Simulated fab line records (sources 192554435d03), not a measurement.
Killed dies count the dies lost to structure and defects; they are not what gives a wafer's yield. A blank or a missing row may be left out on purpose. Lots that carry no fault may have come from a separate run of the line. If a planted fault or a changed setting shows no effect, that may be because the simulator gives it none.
fab line records :: flow n5_finfet :: part 2 of 2: steps 24 to 32 of 32
record
  lots=5
  wafers=15
  last_day=16
route steps=1938 shown BEOL_M14@1738
lots that met no fault: taken from a fault-free run of the same line
start_h: the number of hours between the record's first day and the start of the first shown wafer of the lot :: wait_h: hours since the lot's step before :: " identical to the entry in the row above :: L1.1+2: several wafers, shown together as one row :: - no value present, or no start provided :: * or withheld: withheld :: < > ~ a bound
route shown NAME@n: a module of which the file shows steps, and the number in the route of the first :: usual: mean and standard deviation over wafers with no fault :: same: alike in all rows :: chamber/n: place in a boat :: sites: each site's reading :: _std_site: the values' standard deviation :: _edge_site: mean of outer sites minus mean of inner sites :: radius_mm: how far each site lies from the wafer's centre :: mask NAME#n: copy n :: behind: the last tool/chamber to shape the wafer :: hold: the reason the lot was held/the length of the hold in hours/how it ended :: device: transistor that didn't switch, given as n, p or np :: end of line: tests run on the same wafers once the route is complete :: a step given without rows: its recipe and nothing more :: killed: dies lost to structure and defects at the first sort, not the wafer's yield :: map: per-die view of a wafer (x killed, . not killed, _ where there is no die)
set.NAME: setting as actually run; set.NAME@STEP: the setting as run at that earlier step :: model.NAME: the simulator's own value behind a step, which no gauge read
a table for each step, a row for each wafer; lots at some steps of the route
services: the hour from which a tool's chamber was out of use, counted from the record's first day as start_h (under 0 if before that day), plus the number of hours and why
## steps
# step N5_BEOL_M14_PRE_CLEAN_42
# recipe
  gas=H2/He
  time_s=30
  temp_c=300
# usual
  heater_power_w=491/71
lot.wafer: L080.1
tool: pvd_sputter-03
chamber: -
start_h: 283.82
wait_h: 0.0
heater_power_w: 496

lot.wafer: L080.5
tool: pvd_sputter-03
chamber: -
start_h: 283.82
wait_h: 0.0
heater_power_w: 445

lot.wafer: L080.6
tool: pvd_sputter-03
chamber: -
start_h: 283.82
wait_h: 0.0
heater_power_w: 542

lot.wafer: L084.1
tool: pvd_sputter-02
chamber: -
start_h: 305.98
wait_h: 0.0
heater_power_w: 588

lot.wafer: L084.3
tool: pvd_sputter-02
chamber: -
start_h: 305.98
wait_h: 0.0
heater_power_w: 454

lot.wafer: L084.4
tool: pvd_sputter-02
chamber: -
start_h: 305.98
wait_h: 0.0
heater_power_w: 559

lot.wafer: L088.3
tool: pvd_sputter-02
chamber: -
start_h: 331.21
wait_h: 0.0
heater_power_w: 567

lot.wafer: L088.5
tool: pvd_sputter-02
chamber: -
start_h: 331.21
wait_h: 0.0
heater_power_w: 555

lot.wafer: L088.6
tool: pvd_sputter-02
chamber: -
start_h: 331.21
wait_h: 0.0
heater_power_w: 453

lot.wafer: L090.1
tool: pvd_sputter-01
chamber: -
start_h: 350.08
wait_h: 0.0
heater_power_w: 471

lot.wafer: L090.5
tool: pvd_sputter-01
chamber: -
start_h: 350.08
wait_h: 0.0
heater_power_w: 472

lot.wafer: L090.6
tool: pvd_sputter-01
chamber: -
start_h: 350.08
wait_h: 0.0
heater_power_w: 621

lot.wafer: L096.3
tool: pvd_sputter-02
chamber: -
start_h: 372.05
wait_h: 0.0
heater_power_w: 455

lot.wafer: L096.4
tool: pvd_sputter-02
chamber: -
start_h: 372.05
wait_h: 0.0
heater_power_w: 580

lot.wafer: L096.5
tool: pvd_sputter-02
chamber: -
start_h: 372.05
wait_h: 0.0
heater_power_w: 569
# step N5_BEOL_M14_SPUTTER_43
# recipe
  material=TaN
  target_thk_a=150
  temp_c=50
  bias_v=168.6
  power_w=15000
  chamber_pressure_pa=0.12
  time_s=24.19
# usual
  throttle_valve_pct=30.6/0.87
lot.wafer: L080.1
tool: pvd_sputter-03
chamber: -
start_h: 283.86
wait_h: 0.0
throttle_valve_pct: 29.5

lot.wafer: L080.5
tool: pvd_sputter-03
chamber: -
start_h: 283.86
wait_h: 0.0
throttle_valve_pct: 31.3

lot.wafer: L080.6
tool: pvd_sputter-03
chamber: -
start_h: 283.86
wait_h: 0.0
throttle_valve_pct: 29.5

lot.wafer: L084.1
tool: pvd_sputter-02
chamber: -
start_h: 306.02
wait_h: 0.0
throttle_valve_pct: 30.5

lot.wafer: L084.3
tool: pvd_sputter-02
chamber: -
start_h: 306.02
wait_h: 0.0
throttle_valve_pct: 31.5

lot.wafer: L084.4
tool: pvd_sputter-02
chamber: -
start_h: 306.02
wait_h: 0.0
throttle_valve_pct: 29.7

lot.wafer: L088.3
tool: pvd_sputter-02
chamber: -
start_h: 331.25
wait_h: 0.0
throttle_valve_pct: 30.7

lot.wafer: L088.5
tool: pvd_sputter-02
chamber: -
start_h: 331.25
wait_h: 0.0
throttle_valve_pct: 30.9

lot.wafer: L088.6
tool: pvd_sputter-02
chamber: -
start_h: 331.25
wait_h: 0.0
throttle_valve_pct: 29.7

lot.wafer: L090.1
tool: pvd_sputter-01
chamber: -
start_h: 350.12
wait_h: 0.0
throttle_valve_pct: 30.5

lot.wafer: L090.5
tool: pvd_sputter-01
chamber: -
start_h: 350.12
wait_h: 0.0
throttle_valve_pct: 30.5

lot.wafer: L090.6
tool: pvd_sputter-01
chamber: -
start_h: 350.12
wait_h: 0.0
throttle_valve_pct: 31.3

lot.wafer: L096.3
tool: pvd_sputter-02
chamber: -
start_h: 372.09
wait_h: 0.0
throttle_valve_pct: 29.3

lot.wafer: L096.4
tool: pvd_sputter-02
chamber: -
start_h: 372.09
wait_h: 0.0
throttle_valve_pct: 29.7

lot.wafer: L096.5
tool: pvd_sputter-02
chamber: -
start_h: 372.09
wait_h: 0.0
throttle_valve_pct: 30.0
# step N5_BEOL_M14_SPUTTER_44
# recipe
  material=Ta
  target_thk_a=150
  temp_c=50
  bias_v=80
  power_w=15000
  chamber_pressure_pa=0.07
  time_s=24.19
# usual
  throttle_valve_pct=30.5/0.86
lot.wafer: L080.1
tool: pvd_sputter-03
chamber: -
start_h: 283.94
wait_h: 0.0
throttle_valve_pct: 29.7

lot.wafer: L080.5
tool: pvd_sputter-03
chamber: -
start_h: 283.94
wait_h: 0.0
throttle_valve_pct: 31.3

lot.wafer: L080.6
tool: pvd_sputter-03
chamber: -
start_h: 283.94
wait_h: 0.0
throttle_valve_pct: 29.4

lot.wafer: L084.1
tool: pvd_sputter-02
chamber: -
start_h: 306.10
wait_h: 0.0
throttle_valve_pct: 30.9

lot.wafer: L084.3
tool: pvd_sputter-02
chamber: -
start_h: 306.10
wait_h: 0.0
throttle_valve_pct: 31.7

lot.wafer: L084.4
tool: pvd_sputter-02
chamber: -
start_h: 306.10
wait_h: 0.0
throttle_valve_pct: 30.0

lot.wafer: L088.3
tool: pvd_sputter-02
chamber: -
start_h: 331.33
wait_h: 0.0
throttle_valve_pct: 30.4

lot.wafer: L088.5
tool: pvd_sputter-02
chamber: -
start_h: 331.33
wait_h: 0.0
throttle_valve_pct: 30.5

lot.wafer: L088.6
tool: pvd_sputter-02
chamber: -
start_h: 331.33
wait_h: 0.0
throttle_valve_pct: 29.6

lot.wafer: L090.1
tool: pvd_sputter-01
chamber: -
start_h: 350.20
wait_h: 0.0
throttle_valve_pct: 30.3

lot.wafer: L090.5
tool: pvd_sputter-01
chamber: -
start_h: 350.20
wait_h: 0.0
throttle_valve_pct: 30.4

lot.wafer: L090.6
tool: pvd_sputter-01
chamber: -
start_h: 350.20
wait_h: 0.0
throttle_valve_pct: 31.4

lot.wafer: L096.3
tool: pvd_sputter-02
chamber: -
start_h: 372.17
wait_h: 0.0
throttle_valve_pct: 29.4

lot.wafer: L096.4
tool: pvd_sputter-02
chamber: -
start_h: 372.17
wait_h: 0.0
throttle_valve_pct: 29.6

lot.wafer: L096.5
tool: pvd_sputter-02
chamber: -
start_h: 372.17
wait_h: 0.0
throttle_valve_pct: 30.1
# step N5_BEOL_M14_SPUTTER_45
# recipe
  material=Cu
  target_thk_a=1000
  temp_c=-20
  bias_v=60
  power_w=26000
  chamber_pressure_pa=0.13
  time_s=16.67
# usual
  chuck_gas_flow_sccm=1.26/0.052
  throttle_valve_pct=30.5/0.85
lot.wafer: L080.1
tool: pvd_sputter-03
chamber: -
start_h: 284.02
wait_h: 0.0
chuck_gas_flow_sccm: 1.27
throttle_valve_pct: 29.7

lot.wafer: L080.5
tool: pvd_sputter-03
chamber: -
start_h: 284.02
wait_h: 0.0
chuck_gas_flow_sccm: 1.21
throttle_valve_pct: 31.3

lot.wafer: L080.6
tool: pvd_sputter-03
chamber: -
start_h: 284.02
wait_h: 0.0
chuck_gas_flow_sccm: 1.34
throttle_valve_pct: 29.5

lot.wafer: L084.1
tool: pvd_sputter-02
chamber: -
start_h: 306.18
wait_h: 0.0
chuck_gas_flow_sccm: 1.19
throttle_valve_pct: 30.5

lot.wafer: L084.3
tool: pvd_sputter-02
chamber: -
start_h: 306.18
wait_h: 0.0
chuck_gas_flow_sccm: 1.25
throttle_valve_pct: 31.4

lot.wafer: L084.4
tool: pvd_sputter-02
chamber: -
start_h: 306.18
wait_h: 0.0
chuck_gas_flow_sccm: 1.21
throttle_valve_pct: 29.8

lot.wafer: L088.3
tool: pvd_sputter-02
chamber: -
start_h: 331.41
wait_h: 0.0
chuck_gas_flow_sccm: 1.26
throttle_valve_pct: 30.6

lot.wafer: L088.5
tool: pvd_sputter-02
chamber: -
start_h: 331.41
wait_h: 0.0
chuck_gas_flow_sccm: 1.25
throttle_valve_pct: 30.8

lot.wafer: L088.6
tool: pvd_sputter-02
chamber: -
start_h: 331.41
wait_h: 0.0
chuck_gas_flow_sccm: 1.26
throttle_valve_pct: 29.5

lot.wafer: L090.1
tool: pvd_sputter-01
chamber: -
start_h: 350.28
wait_h: 0.0
chuck_gas_flow_sccm: 1.23
throttle_valve_pct: 30.5

lot.wafer: L090.5
tool: pvd_sputter-01
chamber: -
start_h: 350.28
wait_h: 0.0
chuck_gas_flow_sccm: 1.27
throttle_valve_pct: 30.4

lot.wafer: L090.6
tool: pvd_sputter-01
chamber: -
start_h: 350.28
wait_h: 0.0
chuck_gas_flow_sccm: 1.35
throttle_valve_pct: 31.6

lot.wafer: L096.3
tool: pvd_sputter-02
chamber: -
start_h: 372.25
wait_h: 0.0
chuck_gas_flow_sccm: 1.25
throttle_valve_pct: 29.7

lot.wafer: L096.4
tool: pvd_sputter-02
chamber: -
start_h: 372.25
wait_h: 0.0
chuck_gas_flow_sccm: 1.24
throttle_valve_pct: 29.8

lot.wafer: L096.5
tool: pvd_sputter-02
chamber: -
start_h: 372.25
wait_h: 0.0
chuck_gas_flow_sccm: 1.21
throttle_valve_pct: 29.9
# step N5_BEOL_M14_ECD_47
# recipe
  material=Cu
  target_thk_a=12480
lot.wafer: L080.1+5+6
tool: ecd_cu-01
chamber: 1,0,1
start_h: 284.14
wait_h: 0.1

lot.wafer: L084.1+3+4
tool: ecd_cu-01
chamber: 0,1,0
start_h: 306.30
wait_h: 0.1

lot.wafer: L088.3+5+6
tool: ecd_cu-02
chamber: 1,0,1
start_h: 331.58
wait_h: 0.1

lot.wafer: L090.1+5+6
tool: ecd_cu-02
chamber: 0,0,1
start_h: 350.39
wait_h: 0.1

lot.wafer: L096.3+4+5
tool: ecd_cu-01
chamber: 1,0,0
start_h: 372.43
wait_h: 0.1
# step N5_BEOL_M14_ANNEAL_48
# recipe
  temp_c=225
  time_s=90
  ambient=N2
# usual
  wafer_temp_C_max=225.83/0.2
lot.wafer: L080.1
tool: rtp_anneal-01
chamber: 0
start_h: 284.33
wait_h: 0.1
wafer_temp_C_max: 225.64

lot.wafer: L080.5
tool: rtp_anneal-01
chamber: 0
start_h: 284.33
wait_h: 0.1
wafer_temp_C_max: 225.42

lot.wafer: L080.6
tool: rtp_anneal-01
chamber: 0
start_h: 284.33
wait_h: 0.1
wafer_temp_C_max: 225.78

lot.wafer: L084.1
tool: rtp_anneal-01
chamber: 0
start_h: 307.36
wait_h: 1.0
wafer_temp_C_max: 225.61

lot.wafer: L084.3
tool: rtp_anneal-01
chamber: 0
start_h: 307.36
wait_h: 1.0
wafer_temp_C_max: 225.43

lot.wafer: L084.4
tool: rtp_anneal-01
chamber: 0
start_h: 307.36
wait_h: 1.0
wafer_temp_C_max: 226.11

lot.wafer: L088.3
tool: rtp_anneal-02
chamber: 0
start_h: 332.20
wait_h: 0.6
wafer_temp_C_max: 225.69

lot.wafer: L088.5
tool: rtp_anneal-02
chamber: 0
start_h: 332.20
wait_h: 0.6
wafer_temp_C_max: 225.78

lot.wafer: L088.6
tool: rtp_anneal-02
chamber: 0
start_h: 332.20
wait_h: 0.6
wafer_temp_C_max: 225.46

lot.wafer: L090.1
tool: rtp_anneal-01
chamber: 0
start_h: 350.58
wait_h: 0.1
wafer_temp_C_max: 225.99

lot.wafer: L090.5
tool: rtp_anneal-01
chamber: 0
start_h: 350.58
wait_h: 0.1
wafer_temp_C_max: 225.91

lot.wafer: L090.6
tool: rtp_anneal-01
chamber: 0
start_h: 350.58
wait_h: 0.1
wafer_temp_C_max: 225.42

lot.wafer: L096.3
tool: rtp_anneal-01
chamber: 0
start_h: 372.65
wait_h: 0.2
wafer_temp_C_max: 225.76

lot.wafer: L096.4
tool: rtp_anneal-01
chamber: 0
start_h: 372.65
wait_h: 0.2
wafer_temp_C_max: 225.93

lot.wafer: L096.5
tool: rtp_anneal-01
chamber: 0
start_h: 372.65
wait_h: 0.2
wafer_temp_C_max: 225.53
# step N5_BEOL_M14_CMP_49
# recipe
  stop_on=SiO2
  t_overpolish_s=5.2
  down_force_psi=2
  platen_rpm=80
  clearing_platen_down_force_psi=2
  clearing_platen_rpm=80
  post_cmp_clean=cu_alkaline
  target_thk_nm=560
  clearing_platen_pad_velocity_m_s=1.5917
  pad_velocity_m_s=1.5917
# usual
  barrier_field_endpoint_s=11.31/0.3
  motor_current_A=8.1/0.8
  overpolish_run_s=5.199/0.0091
  slurry_filter_dp_kPa=13.50/0.13
  time_to_endpoint_s=121/4.7
lot.wafer: L080.1
tool: cmp-04
chamber: 3
start_h: 284.66
wait_h: 0.3
barrier_field_endpoint_s: 12.13
motor_current_A: 9.9
overpolish_run_s: 5.203
slurry_filter_dp_kPa: 13.63
time_to_endpoint_s: 132

lot.wafer: L080.6
tool: cmp-04
chamber: 2
start_h: 284.66
wait_h: 0.3
barrier_field_endpoint_s: 11.74
motor_current_A: 7.7
overpolish_run_s: 5.204
slurry_filter_dp_kPa: 13.51
time_to_endpoint_s: 123

lot.wafer: L080.5
tool: cmp-04
chamber: 3
start_h: 284.66
wait_h: 0.3
barrier_field_endpoint_s: 11.79
motor_current_A: 9.5
overpolish_run_s: 5.198
slurry_filter_dp_kPa: 13.55
time_to_endpoint_s: 128

lot.wafer: L084.1
tool: cmp-03
chamber: 0
start_h: 307.65
wait_h: 0.3
barrier_field_endpoint_s: 11.19
motor_current_A: 8.5
overpolish_run_s: 5.193
slurry_filter_dp_kPa: 13.52
time_to_endpoint_s: 121

lot.wafer: L084.3
tool: cmp-03
chamber: 1
start_h: 307.65
wait_h: 0.3
barrier_field_endpoint_s: 10.91
motor_current_A: 7.5
overpolish_run_s: 5.184
slurry_filter_dp_kPa: 13.40
time_to_endpoint_s: 116

lot.wafer: L084.4
tool: cmp-03
chamber: 3
start_h: 307.65
wait_h: 0.3
barrier_field_endpoint_s: 10.46
motor_current_A: 7.9
overpolish_run_s: 5.195
slurry_filter_dp_kPa: 13.34
time_to_endpoint_s: 112

lot.wafer: L088.3
tool: cmp-04
chamber: 3
start_h: 332.49
wait_h: 0.2
barrier_field_endpoint_s: 11.35
motor_current_A: 9.8
overpolish_run_s: 5.197
slurry_filter_dp_kPa: 13.48
time_to_endpoint_s: 120

lot.wafer: L088.6
tool: cmp-04
chamber: 1
start_h: 332.49
wait_h: 0.2
barrier_field_endpoint_s: 11.20
motor_current_A: 8.2
overpolish_run_s: 5.215
slurry_filter_dp_kPa: 13.54
time_to_endpoint_s: 119

lot.wafer: L088.5
tool: cmp-04
chamber: 2
start_h: 332.49
wait_h: 0.2
barrier_field_endpoint_s: 11.05
motor_current_A: 7.6
overpolish_run_s: 5.209
slurry_filter_dp_kPa: 13.36
time_to_endpoint_s: 116

lot.wafer: L090.1
tool: cmp-04
chamber: 2
start_h: 350.99
wait_h: 0.4
barrier_field_endpoint_s: 11.31
motor_current_A: 7.7
overpolish_run_s: 5.180
slurry_filter_dp_kPa: 13.37
time_to_endpoint_s: 121

lot.wafer: L090.6
tool: cmp-04
chamber: 3
start_h: 350.99
wait_h: 0.4
barrier_field_endpoint_s: 11.17
motor_current_A: 9.4
overpolish_run_s: 5.205
slurry_filter_dp_kPa: 13.58
time_to_endpoint_s: 125

lot.wafer: L090.5
tool: cmp-04
chamber: 0
start_h: 350.99
wait_h: 0.4
barrier_field_endpoint_s: 11.11
motor_current_A: 6.7
overpolish_run_s: 5.194
slurry_filter_dp_kPa: 13.44
time_to_endpoint_s: 119

lot.wafer: L096.3
tool: cmp-04
chamber: 3
start_h: 372.93
wait_h: 0.2
barrier_field_endpoint_s: 11.23
motor_current_A: 9.2
overpolish_run_s: 5.203
slurry_filter_dp_kPa: 13.44
time_to_endpoint_s: 120

lot.wafer: L096.4
tool: cmp-04
chamber: 0
start_h: 372.93
wait_h: 0.2
barrier_field_endpoint_s: 11.44
motor_current_A: 6.8
overpolish_run_s: 5.210
slurry_filter_dp_kPa: 13.61
time_to_endpoint_s: 126

lot.wafer: L096.5
tool: cmp-04
chamber: 1
start_h: 372.93
wait_h: 0.2
barrier_field_endpoint_s: 11.34
motor_current_A: 8.3
overpolish_run_s: 5.199
slurry_filter_dp_kPa: 13.29
time_to_endpoint_s: 123
# step N5_BEOL_M14_THK_MEAS_50
# recipe
  thk_meas_gauge=xrf
  reads=Cu_of_BEOL_M14_ECD_47
# usual
  M14_THK=570/17
lot.wafer: L080.1
tool: film_metro-01
chamber: -
start_h: 284.92
wait_h: -
M14_THK[nm]: 571

lot.wafer: L080.5
tool: film_metro-01
chamber: -
start_h: 284.92
wait_h: -
M14_THK[nm]: 570

lot.wafer: L080.6
tool: film_metro-01
chamber: -
start_h: 284.92
wait_h: -
M14_THK[nm]: 576

lot.wafer: L084.1
tool: film_metro-02
chamber: -
start_h: 307.95
wait_h: -
M14_THK[nm]: 558

lot.wafer: L084.3
tool: film_metro-02
chamber: -
start_h: 307.95
wait_h: -
M14_THK[nm]: 554

lot.wafer: L084.4
tool: film_metro-02
chamber: -
start_h: 307.95
wait_h: -
M14_THK[nm]: 571

lot.wafer: L088.3
tool: film_metro-01
chamber: -
start_h: 332.71
wait_h: -
M14_THK[nm]: 582

lot.wafer: L088.5
tool: film_metro-01
chamber: -
start_h: 332.71
wait_h: -
M14_THK[nm]: 552

lot.wafer: L088.6
tool: film_metro-01
chamber: -
start_h: 332.71
wait_h: -
M14_THK[nm]: 568

lot.wafer: L090.1
tool: film_metro-01
chamber: -
start_h: 351.17
wait_h: -
M14_THK[nm]: 579

lot.wafer: L090.5
tool: film_metro-01
chamber: -
start_h: 351.17
wait_h: -
M14_THK[nm]: 582

lot.wafer: L090.6
tool: film_metro-01
chamber: -
start_h: 351.17
wait_h: -
M14_THK[nm]: 555

lot.wafer: L096.3
tool: film_metro-01
chamber: -
start_h: 373.15
wait_h: -
M14_THK[nm]: 569

lot.wafer: L096.4
tool: film_metro-01
chamber: -
start_h: 373.15
wait_h: -
M14_THK[nm]: 572

lot.wafer: L096.5
tool: film_metro-01
chamber: -
start_h: 373.15
wait_h: -
M14_THK[nm]: 614
# step N5_BEOL_M14_PRE_CLEAN_52
# recipe
  gas=NH3
  time_s=15
  temp_c=withheld
  rf_power_w=300
lot.wafer: L080.1+5+6
tool: pecvd-03
chamber: 1,1,0
start_h: 284.96
wait_h: 0.0

lot.wafer: L084.1+3+4
tool: pecvd-02
chamber: 2,1,2
start_h: 307.98
wait_h: 0.0

lot.wafer: L088.3+5+6
tool: pecvd-01
chamber: 1,1,2
start_h: 332.74
wait_h: 0.0

lot.wafer: L090.1+5+6
tool: pecvd-01
chamber: 2,0,1
start_h: 351.21
wait_h: 0.0

lot.wafer: L096.3+4+5
tool: pecvd-01
chamber: 0,2,0
start_h: 373.19
wait_h: 0.0
## services
tool: rie_diel-06
chamber: 3
start_h: 258.08
hours: 2.7
kind: repair

tool: cmp-03
chamber: -
start_h: 260.77
hours: 3.3
kind: pm

tool: cmp-04
chamber: -
start_h: 262.37
hours: 5.8
kind: repair

tool: pecvd-01
chamber: 0
start_h: 271.13
hours: 58.4
kind: repair

tool: cmp-03
chamber: -
start_h: 273.35
hours: 1.4
kind: repair

tool: krf_scanner-02
chamber: -
start_h: 273.57
hours: 1.9
kind: repair

tool: pvd_sputter-03
chamber: -
start_h: 278.15
hours: 5.5
kind: repair

tool: cmp-04
chamber: -
start_h: 279.00
hours: 5.4
kind: pm

tool: pecvd-01
chamber: 2
start_h: 280.52
hours: 5.9
kind: repair

tool: rtp_anneal-01
chamber: -
start_h: 287.31
hours: 2.7
kind: pm

tool: cmp-04
chamber: -
start_h: 287.56
hours: 4.0
kind: pm

tool: pvd_sputter-02
chamber: -
start_h: 294.67
hours: 5.9
kind: repair

tool: ecd_cu-01
chamber: -
start_h: 302.10
hours: 0.3
kind: repair

tool: pvd_sputter-01
chamber: -
start_h: 310.24
hours: 2.1
kind: repair

tool: krf_scanner-02
chamber: -
start_h: 310.60
hours: 4.0
kind: pm

tool: krf_scanner-01
chamber: -
start_h: 323.27
hours: 4.4
kind: pm

tool: krf_scanner-02
chamber: -
start_h: 327.65
hours: 1.0
kind: pm

tool: ecd_cu-02
chamber: -
start_h: 327.71
hours: 2.7
kind: repair

tool: krf_scanner-01
chamber: -
start_h: 329.32
hours: 1.0
kind: pm

tool: rie_diel-06
chamber: 2
start_h: 336.84
hours: 9.5
kind: repair

tool: cmp-04
chamber: -
start_h: 339.12
hours: 1.3
kind: repair

tool: cmp-04
chamber: -
start_h: 344.77
hours: 1.8
kind: repair

tool: rie_diel-01
chamber: -
start_h: 354.60
hours: 0.3
kind: repair

tool: cmp-04
chamber: -
start_h: 362.34
hours: 6.0
kind: pm
